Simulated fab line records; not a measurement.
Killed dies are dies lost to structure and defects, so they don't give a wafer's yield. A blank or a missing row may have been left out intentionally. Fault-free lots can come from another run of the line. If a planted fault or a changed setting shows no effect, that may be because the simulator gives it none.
Matching of chambers + flow n5_finfet + rie_diel-02 running N5_HKMG_FIN_ETCH_58: 4 sister chambers
The step etches SOC in N2/H2, target depth 215.8 nm, time 741 s. 16 wafers are shown with their chamber, then 8 later ones without.

WAFERS WITH THEIR CHAMBER
| wafer  | chamber | showerhead_plenum_p_Torr (Torr) | throttle_valve_pct (%) | oes_product_au (a.u.) |
|--------|---------|---------------------------------|------------------------|-----------------------|
| L074.4 | 1       | 2.59                            | 17.53                  | 0.87                  |
| L074.5 | 2       | 2.50                            | 17.93                  | 0.68                  |
| L074.6 | 3       | 2.54                            | 17.76                  | 0.77                  |
| L080.1 | 3       | 2.53                            | 17.77                  | 0.76                  |
| L080.5 | 0       | 2.40                            | 17.93                  | 0.68                  |
| L080.6 | 1       | 2.58                            | 17.56                  | 0.85                  |
| L082.1 | 3       | 2.53                            | 17.78                  | 0.75                  |
| L082.4 | 1       | 2.58                            | 17.55                  | 0.84                  |
| L082.5 | 3       | 2.53                            | 17.76                  | 0.76                  |
| L084.1 | 2       | 2.50                            | 17.54                  | 0.98                  |
| L084.2 | 3       | 2.53                            | 17.80                  | 0.75                  |
| L084.6 | 2       | 2.50                            | 17.53                  | 0.98                  |
| L085.3 | 2       | 2.49                            | 17.55                  | 0.94                  |
| L085.4 | 3       | 2.53                            | 17.79                  | 0.75                  |
| L085.5 | 1       | 2.58                            | 17.56                  | 0.83                  |
| L090.3 | 2       | 2.49                            | 17.57                  | 0.91                  |

SIGNATURES (means of the wafers above)
| reading                  | chamber 0 | chamber 1 | chamber 2 | chamber 3 | scatter within a chamber |
|--------------------------|-----------|-----------|-----------|-----------|--------------------------|
| showerhead_plenum_p_Torr | 2.4000    | 2.5825    | 2.4960    | 2.5317    | 0.00482                  |
| throttle_valve_pct       | 17.9300   | 17.5500   | 17.6240   | 17.7767   | 0.0999                   |
| oes_product_au           | 0.6800    | 0.8475    | 0.8980    | 0.7567    | 0.0731                   |
Rule: for a wafer and a chamber, the distance is found by dividing, reading by reading, the gap between the wafer's reading and the chamber's mean by the reading's scatter, squaring, summing and taking the root. If the next closest chamber is less than 2 further off than the closest, the wafer can't be placed; otherwise it belongs to the closest. The scatter: the root of (the sum of the squares of (reading less its chamber's mean) over the shown wafers, divided by (wafers less chambers)).

WAFERS WITH NO CHAMBER GIVEN
| wafer  | showerhead_plenum_p_Torr (Torr) | throttle_valve_pct (%) | oes_product_au (a.u.) |
|--------|---------------------------------|------------------------|-----------------------|
| L090.5 | 2.52                            | 17.81                  | 0.73                  |
| L090.6 | 2.71                            | 17.49                  | 0.98                  |
| L093.2 | 2.52                            | 17.82                  | 0.73                  |
| L093.3 | 2.71                            | 17.52                  | 0.95                  |
| L093.4 | 2.49                            | 17.56                  | 0.91                  |
| L094.4 | 2.57                            | 17.60                  | 0.81                  |
| L094.5 | 2.57                            | 17.60                  | 0.80                  |
| L094.6 | 2.71                            | 17.52                  | 0.94                  |

WHICH CHAMBER EACH ONE RAN IN
| wafer  | from the rows above | in truth                   |
|--------|---------------------|----------------------------|
| L090.5 | 3                   | 3                          |
| L090.6 | 1                   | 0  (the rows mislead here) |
| L093.2 | 3                   | 3                          |
| L093.3 | 1                   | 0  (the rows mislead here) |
| L093.4 | 2                   | 2                          |
| L094.4 | 1                   | 1                          |
| L094.5 | 1                   | 1                          |
| L094.6 | 1                   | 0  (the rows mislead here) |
Correctly placed: 5 of 8. Number that these rows cannot place: 0. 3 placed wrongly.
